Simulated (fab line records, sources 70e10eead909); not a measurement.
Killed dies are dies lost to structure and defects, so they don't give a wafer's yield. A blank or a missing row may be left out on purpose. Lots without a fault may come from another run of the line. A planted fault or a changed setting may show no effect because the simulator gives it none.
fab line records | flow nand_harc
record lots=13 wafers=39 last_day=25
route steps=1159 shown A_CONTACT@859 A_M0@1011 A_M1@1036 END@1159
lots that met no fault: from a run of the same line without faults
start_h: hours from the record's first day to the start of the lot's first wafer shown | wait_h: hours since the lot's step before | " the same as in the row above | L1.1+2: a row that stands for several wafers | - no value, or no start given | * or withheld: withheld | < > ~ a bound
route shown NAME@n: a module of which the file shows steps, and the number in the route of the first | usual: mean/standard deviation of fault-free wafers | same: alike in all rows | chamber/n: place in a boat | sites: the reading at each site | _std_site: their standard deviation | _edge_site: outer sites' mean less inner sites' | radius_mm: how far each site lies from the wafer's centre | mask NAME#n: copy n | behind: the tool/chamber that last shaped the wafer | hold: why the lot was held/for how many hours/how that ended | device: the transistor (n, p or np) that didn't switch | end of line: the same wafers' tests at the end of the route | a step without rows: its recipe alone | killed: dies lost to structure and defects at the first sort, not the wafer's yield | map: a wafer's dies, x killed, . not, _ none there
set.NAME: the setting as run; set.NAME@STEP: as run at that earlier step | model.NAME: the simulator's own value behind a step, which no gauge read
steps of the route over a sample of lots; a table a step, a row a wafer
services: from which hour (start_h, from the record's first day; less than 0 if before it) a tool's chamber was out of use, for how many hours, and why
## steps
# step NHARC_A_CONTACT_ETCH_49
# recipe target_depth_a=2600 over_etch_frac=0.3 time_s=475.3 ion_energy_ev=200 n2_flow_sccm=150 h2_flow_sccm=150 ar_flow_sccm=0 rf_w=400 bias_w=150 chemistry=N2/H2
# usual drypump_motor_current_A=5.8/0.45 oes_product_au=0.999/0.0086 rf_vpp_V=431/3.1 showerhead_plenum_p_Torr=2.05/0.11 throttle_valve_pct=14.171/0.0086
# same time_s=475.3
# columns lot.wafer tool chamber start_h wait_h drypump_motor_current_A oes_product_au rf_hours_counter_h rf_vpp_V showerhead_plenum_p_Torr throttle_valve_pct
L734.1 rie_diel-04 0 366.95 - 5.8 1.010 12 431 2.08 14.175
L734.3 " 1 " " 5.5 0.995 13 434 2.18 14.172
L734.6 " 3 " " 5.1 0.999 - 427 1.93 14.160
L737.1 rie_diel-04 2 371.88 - 5.8 0.998 15 430 2.01 14.162
L737.5 " 1 " " 5.5 0.994 - 434 2.18 14.179
L737.6 " 2 " " 5.9 0.999 - 430 2.01 14.165
L736.4 rie_diel-13 3 372.28 - 5.5 0.997 37 427 1.88 14.163
L736.1 " 0 " " 5.7 1.013 33 432 2.06 14.180
L736.5 " 2 " " 6.5 0.997 - 435 2.20 14.158
L739.4 rie_diel-13 3 388.61 - 5.4 0.982 43 425 1.88 14.165
L739.1 " 1 " " 5.3 0.999 41 427 1.92 14.195
L739.6 " 3 " " 5.4 0.986 - 426 1.88 14.174
L741.4 rie_diel-04 3 413.13 - 5.1 0.994 22 428 1.93 14.182
L741.1 " 0 " " 5.9 1.007 21 432 2.08 14.171
L741.3 " 1 " " 5.5 0.999 22 432 2.17 14.190
L744.3 rie_diel-06 0 433.75 - 5.9 1.002 4 432 2.07 14.166
L744.6 " 2 " " 6.4 0.991 - 431 2.06 14.168
L744.5 " 3 " " 6.3 1.010 - 436 2.22 14.170
L742.4 rie_diel-04 2 434.55 - 5.8 0.987 25 429 2.01 14.164
L742.1 " 0 " " 5.8 0.999 25 432 2.08 14.162
L742.2 " 1 " " 5.5 0.980 25 436 2.17 14.174
L747.1 rie_diel-13 1 446.88 - 5.3 1.011 64 427 1.91 14.177
L747.2 " 3 " " 5.4 1.001 63 426 1.87 14.161
L747.6 " 1 " " 5.3 1.008 - 426 1.91 14.161
L751.3 rie_diel-06 0 466.80 - 5.9 1.014 18 432 2.06 14.167
L751.4 " 1 " " 6.5 1.001 19 434 2.12 14.184
L751.1 " 2 " " 6.5 0.990 15 432 2.06 14.172
L754.3 rie_diel-04 0 478.04 - 5.8 0.990 0 432 2.07 14.174
L754.4 " 1 " " 5.5 1.004 0 435 2.17 14.176
L754.6 " 2 " " 5.8 0.994 - 430 2.00 14.163
L753.2 rie_diel-06 1 483.38 - 6.5 0.994 24 430 2.11 14.166
L753.3 " 3 " " 6.3 0.997 22 436 2.21 14.167
L753.1 " 0 " " 5.9 1.011 23 430 2.06 14.166
L755.1 rie_diel-06 0 499.33 - 5.9 1.006 31 431 2.06 14.172
L755.2 " 2 " " 6.4 0.989 26 430 2.06 14.186
L755.6 " 1 " " 6.6 1.014 - 432 2.11 14.166
L757.1 rie_diel-04 2 510.14 - 5.8 0.991 6 430 2.00 14.164
L757.3 " 3 " " 5.1 0.982 6 427 1.93 14.173
L757.6 " 1 " " 5.4 1.002 - 432 2.17 14.166
# step NHARC_A_M0_STRIP_18
# recipe power_w=1000 n2_flow_sccm=150 h2_flow_sccm=150 ar_flow_sccm=0 bias_w=0 chemistry=N2/H2
# usual drypump_motor_current_A=5.8/0.39 oes_product_au=0.999/0.01 rf_vpp_V=91.0/1.1 showerhead_plenum_p_Torr=2.06/0.11 throttle_valve_pct=14.170/0.01
# columns lot.wafer tool chamber start_h wait_h drypump_motor_current_A oes_product_au rf_hours_counter_h rf_vpp_V showerhead_plenum_p_Torr throttle_valve_pct
L734.1 rie_diel-10 3 404.78 0.1 5.8 0.987 3 89.4 1.95 14.163
L734.3 " 0 " " 6.3 1.004 4 91.3 2.18 14.163
L734.6 " 3 " " 5.8 0.993 - 90.9 1.95 14.169
L736.4 rie_diel-02 0 405.03 0.1 5.7 1.007 4 91.1 2.14 14.165
L736.1 " 1 " " 5.9 1.001 5 90.7 1.89 14.165
L736.5 " 2 " " 5.4 0.997 - 90.0 2.16 14.155
L737.1 rie_diel-10 3 405.15 0.1 5.8 0.993 3 89.5 1.95 14.160
L737.5 " 3 " " 5.8 0.993 - 91.1 1.95 14.174
L737.6 " 0 " " 6.3 1.009 - 91.2 2.18 14.165
L739.4 rie_diel-10 0 414.15 0.1 6.3 0.992 4 92.7 2.18 14.178
L739.1 " 2 " " 6.7 0.983 4 90.4 2.16 14.171
L739.6 " 0 " " 6.3 0.990 - 92.9 2.18 14.168
L741.3 rie_diel-09 0 441.92 0.1 6.2 0.997 0 92.2 2.15 14.183
L741.1 " 1 " " 6.1 1.007 0 91.5 2.17 14.161
L741.4 " 3 " " 6.0 1.000 0 91.7 2.07 14.185
L744.3 rie_diel-02 2 465.47 0.1 5.5 1.007 10 91.2 2.16 14.159
L744.6 " 0 " " 5.7 1.021 - 92.0 2.13 14.170
L744.5 " 1 " " 5.9 1.007 - 90.5 1.89 14.177
L742.4 rie_diel-10 3 465.85 0.1 5.8 0.996 6 89.7 1.95 14.163
L742.2 " 0 " " 6.3 1.001 7 92.0 2.18 14.180
L742.1 " 2 " " 6.6 0.992 7 92.6 2.16 14.152
L747.2 rie_diel-02 0 478.91 0.1 5.7 1.025 11 91.7 2.13 14.168
L747.1 " 2 " " 5.4 0.992 13 90.9 2.16 14.179
L747.6 " 1 " " 5.9 1.013 - 90.4 1.89 14.174
L751.1 rie_diel-10 3 508.36 0.1 5.8 1.009 11 90.7 1.95 14.165
L751.3 " 1 " " 5.3 0.987 11 88.7 1.93 14.168
L751.4 " 2 " " 6.7 0.995 11 91.4 2.16 14.170
L754.3 rie_diel-10 1 509.22 0.1 5.2 1.002 11 90.0 1.93 14.186
L754.4 " 3 " " 5.8 1.013 11 91.3 1.95 14.168
L754.6 " 0 " " 6.3 1.007 - 91.9 2.17 14.176
L753.2 rie_diel-02 0 514.04 0.1 5.7 1.003 0 90.1 2.13 14.163
L753.3 " 1 " " 5.9 0.997 0 89.0 1.89 14.162
L753.1 " 2 " " 5.5 0.977 0 92.3 2.16 14.161
L755.2 rie_diel-02 2 531.53 0.1 5.5 0.984 1 90.0 2.16 14.156
L755.1 " 0 " " 5.7 0.997 1 93.0 2.13 14.163
L755.6 " 3 " " 5.6 0.982 - 87.9 1.99 14.158
L757.3 rie_diel-02 1 542.15 0.1 5.9 1.002 2 91.2 1.89 14.168
L757.1 " 2 " " 5.5 0.988 2 91.8 2.16 14.177
L757.6 " 3 " " 5.6 0.993 - 91.3 1.99 14.167
# step NHARC_A_M0_ANNEAL_30
# recipe temp_c=225 time_s=90
# usual wafer_temp_C_max=225.96/0.27
# same time_s=90
# columns lot.wafer tool chamber start_h wait_h wafer_temp_C_max
L734.1 rtp_anneal-02 0 406.06 0.3 225.59
L734.3 " 0 " " 226.14
L734.6 " 0 " " 225.56
L736.1 rtp_anneal-01 0 406.29 0.3 226.16
L736.4 " 0 " " 226.13
L736.5 " 0 " " 225.66
L737.1 rtp_anneal-02 0 406.44 - 225.83
L737.5 " 0 " " 225.95
L737.6 " 0 " " 225.78
L739.1 rtp_anneal-01 0 415.62 0.3 225.87
L739.4 " 0 " " 225.96
L739.6 " 0 " " 226.14
L741.1 rtp_anneal-01 0 443.21 - 226.27
L741.3 " 0 " " 225.75
L741.4 " 0 " " 225.68
L744.3 rtp_anneal-02 0 466.81 - 225.77
L744.5 " 0 " " 225.92
L744.6 " 0 " " 225.48
L742.1 rtp_anneal-02 0 467.13 0.3 225.88
L742.2 " 0 " " 225.88
L742.4 " 0 " " 225.64
L747.1 rtp_anneal-01 0 480.30 0.3 225.81
L747.2 " 0 " " 225.85
L747.6 " 0 " " 226.18
L751.1 rtp_anneal-01 0 510.78 - 226.20
L751.3 " 0 " " 226.30
L751.4 " 0 " " 225.93
L754.3 rtp_anneal-01 0 511.50 - 226.19
L754.4 " 0 " " 226.07
L754.6 " 0 " " 225.77
L753.1 rtp_anneal-01 0 515.74 0.3 225.67
L753.2 " 0 " " 226.06
L753.3 " 0 " " 226.14
L755.1 rtp_anneal-02 0 533.12 - 225.75
L755.2 " 0 " " 225.91
L755.6 " 0 " " 225.77
L757.1 rtp_anneal-01 0 543.53 - 226.37
L757.3 " 0 " " 226.67
L757.6 " 0 " " 226.09
# step NHARC_A_M1_CD_MEAS_09
# recipe target_cd_nm=120 landing_energy_ev=500
# usual cd_nm=120.2/0.57
# same landing_energy_ev=500
# columns lot.wafer tool chamber start_h wait_h cd_nm
L734.1 cd_sem-01 0 408.25 - 119.7
L734.3 " 0 " " 120.8
L734.6 " 0 " " 120.6
L736.1 cd_sem-01 0 408.57 - 119.3
L736.4 " 0 " " 120.4
L736.5 " 0 " " 120.5
L737.1 cd_sem-01 0 408.96 - 119.2
L737.5 " 0 " " 119.9
L737.6 " 0 " " 119.4
L739.1 cd_sem-01 0 417.84 - 120.4
L739.4 " 0 " " 119.7
L739.6 " 0 " " 119.9
L741.1 cd_sem-02 0 445.30 - 119.2
L741.3 " 0 " " 120.4
L741.4 " 0 " " 120.5
L744.3 cd_sem-03 0 469.18 - 119.6
L744.5 " 0 " " 120.7
L744.6 " 0 " " 119.9
L742.1 cd_sem-02 0 469.42 - 120.8
L742.2 " 0 " " 120.9
L742.4 " 0 " " 120.4
L747.1 cd_sem-02 0 482.53 - 120.6
L747.2 " 0 " " 121.2
L747.6 " 0 " " 120.9
L751.1 cd_sem-02 0 512.87 - 118.7
L751.3 " 0 " " 121.0
L751.4 " 0 " " 120.4
L754.3 cd_sem-03 0 513.63 - 119.7
L754.4 " 0 " " 120.1
L754.6 " 0 " " 119.5
L753.1 cd_sem-03 0 518.25 - 119.5
L753.2 " 0 " " 120.4
L753.3 " 0 " " 120.7
L755.1 cd_sem-02 0 535.20 - 120.5
L755.2 " 0 " " 120.8
L755.6 " 0 " " 121.7
L757.1 cd_sem-03 0 545.95 - 120.0
L757.3 " 0 " " 119.3
L757.6 " 0 " " 120.1
# step NHARC_END_SORT_01
# recipe temp_c=25
# usual killed_at_array=26/11 killed_at_other=0.4/0.78 killed_at_periphery=3.4/2.4 killed_dies=29/11 killed_open=3.1/1.9 killed_short=1.9/1.4
# same gross_dies=677
# columns lot.wafer tool chamber start_h wait_h killed_at_array killed_at_other killed_at_periphery killed_dies killed_open killed_short
L751.1 prober-02 0 583.55 2.5 31 3 4 38 3 1
L751.3 prober-02 0 585.14 3.1 26 2 4 32 1 0
L751.4 prober-02 0 585.94 3.4 121 4 5 130 4 3
L753.1 prober-02 0 594.96 6.1 28 0 5 33 3 2
L753.2 prober-02 0 595.75 6.4 127 0 4 131 3 0
L753.3 prober-02 0 596.55 6.8 49 0 1 50 2 3
L755.1 prober-02 0 602.70 2.5 35 0 1 36 3 5
L755.2 prober-02 0 603.50 2.8 51 2 3 56 2 2
L755.6 prober-02 0 606.68 4.0 113 1 0 114 1 1
# killed by level:class
L751.1 A_CHANNEL_HOLE_D1:chamber_film_flake=19 A_CONTACT:chamber_film_flake=4 P_M2:chamber_film_flake=3 THIN_TSV:chamber_film_flake=3 A_WL_FILL:chamber_film_flake=2 A_ONON_D1:geometric_particle:short=1 A_WL_FILL:geometric_particle:open=1 A_CONTACT:geometric_particle:open=1
L751.3 A_CHANNEL_HOLE_D1:chamber_film_flake=20 A_SLIT:chamber_film_flake=2 A_WL_FILL:chamber_film_flake=2 A_CONTACT:chamber_film_flake=2 THIN_TSV:chamber_film_flake=2 P_CONTACT:geometric_particle:open=1 P_GATE:chamber_film_flake=1 P_CONTACT:chamber_film_flake=1
L751.4 A_CONTACT:unspecified=92 A_CHANNEL_HOLE_D1:chamber_film_flake=18 A_CONTACT:chamber_film_flake=4 THIN_TSV:chamber_film_flake=3 A_WL_FILL:chamber_film_flake=2 P_CONTACT:geometric_particle:open=1 P_M2:geometric_particle:short=1 A_CHANNEL_HOLE_D1:geometric_particle:open=1
L753.1 A_CHANNEL_HOLE_D1:chamber_film_flake=15 A_SLIT:chamber_film_flake=4 A_CONTACT:chamber_film_flake=3 P_GATE:chamber_film_flake=2 P_M2:chamber_film_flake=2 P_M0:geometric_particle:short=1 A_CHANNEL_FILL_D1:geometric_particle:open=1 A_WL_FILL:geometric_particle:short=1
L753.2 A_CONTACT:unspecified=87 A_SLIT:chamber_film_flake=24 A_CONTACT:chamber_film_flake=4 A_STAIRCASE:chamber_film_flake=3 A_CHANNEL_HOLE_D1:chamber_film_flake=3 A_WL_FILL:chamber_film_flake=2 A_M0:chamber_film_flake=2 P_GATE:geometric_particle:open=1
L753.3 A_SLIT:chamber_film_flake=18 A_CHANNEL_HOLE_D1:chamber_film_flake=15 A_STAIRCASE:chamber_film_flake=4 A_WL_FILL:chamber_film_flake=4 A_CONTACT:chamber_film_flake=2 P_M0:geometric_particle:short=1 A_CHANNEL_FILL_D1:geometric_particle:short=1 A_WL_FILL:geometric_particle:short=1
L755.1 A_CHANNEL_HOLE_D1:chamber_film_flake=13 A_SLIT:chamber_film_flake=8 A_WL_FILL:geometric_particle:short=3 A_WL_FILL:chamber_film_flake=2 A_CONTACT:chamber_film_flake=2 A_M1:chamber_film_flake=2 P_M1:geometric_particle:short=1 A_CHANNEL_HOLE_D1:geometric_particle:open=1
L755.2 A_CHANNEL_HOLE_D1:chamber_film_flake=23 A_SLIT:chamber_film_flake=18 A_CONTACT:chamber_film_flake=3 A_ZERO_WELL:chamber_film_flake=2 THIN_TSV:chamber_film_flake=2 P_CONTACT:geometric_particle:open=1 P_M0:geometric_particle:open=1 A_CHANNEL_HOLE_D1:geometric_particle:short=1
L755.6 A_CONTACT:unspecified=90 A_CHANNEL_HOLE_D1:chamber_film_flake=11 A_CONTACT:chamber_film_flake=6 A_SLIT:chamber_film_flake=2 A_CHANNEL_FILL_D1:geometric_particle:short=1 A_BLC:geometric_particle:open=1 A_WL_FILL:chamber_film_flake=1 A_M1:chamber_film_flake=1
## services
# columns tool chamber start_h hours kind
rie_diel-04 0 347.04 - clean
rie_diel-04 1 347.04 - clean
rie_diel-04 2 347.04 - clean
rie_diel-04 3 347.04 - clean
rie_diel-02 0 350.89 9.2 repair
rie_diel-10 - 353.79 9.0 pm
rie_diel-10 0 353.79 9.0 vent_cycle
rie_diel-10 1 353.79 9.0 vent_cycle
rie_diel-10 2 353.79 9.0 vent_cycle
rie_diel-06 3 359.28 27.0 repair
rie_diel-09 2 383.44 5.8 repair
rie_diel-04 3 397.47 2.3 repair
rie_diel-02 2 414.96 5.8 repair
rie_diel-06 - 418.27 9.0 pm
rie_diel-09 - 431.10 9.0 pm
rie_diel-02 1 439.05 15.5 repair
rie_diel-13 2 445.58 10.8 repair
rie_diel-13 - 453.25 9.0 pm
rie_diel-04 - 466.30 9.0 pm
rie_diel-02 - 488.77 12.6 repair
rie_diel-02 - 504.70 9.0 pm
rie_diel-09 3 523.29 4.3 repair
rie_diel-10 - 530.79 9.0 pm
rie_diel-10 3 539.98 20.8 repair
## key
first_sign step=NHARC_END_SORT_01 reading=killed_at_array direction=up sigmas=9 usual=26 struck=120
effect step=NHARC_END_SORT_01 reading=killed_dies direction=up sigmas=8.8 usual=29 struck=125
more_kills_born_at NHARC_A_CONTACT_ETCH_49@rie_diel-06=268
met_at NHARC_A_CONTACT_ETCH_49
struck_lots L751,L753,L755
struck_wafers L751.4,L753.2,L755.6
tester_left_out L751,L753,L755
not_acting_at NHARC_A_M0_STRIP_18,NHARC_A_M0_ANNEAL_30,NHARC_A_M1_CD_MEAS_09
fault kind=chamber_particle_source tool=rie_diel-06 chamber=1 onset_h=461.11 steps=NHARC_A_CONTACT_ETCH_49 rate_per_visit_cm2=0.90068 end_h=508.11
# tester_left_out: of these lots the tester's yield and bins aren't shown, on N5 and GAA mostly nor the transistor test; their killed dies are dies lost to structure and defects alone, not to doping, threshold or leakage, so they don't give the yield
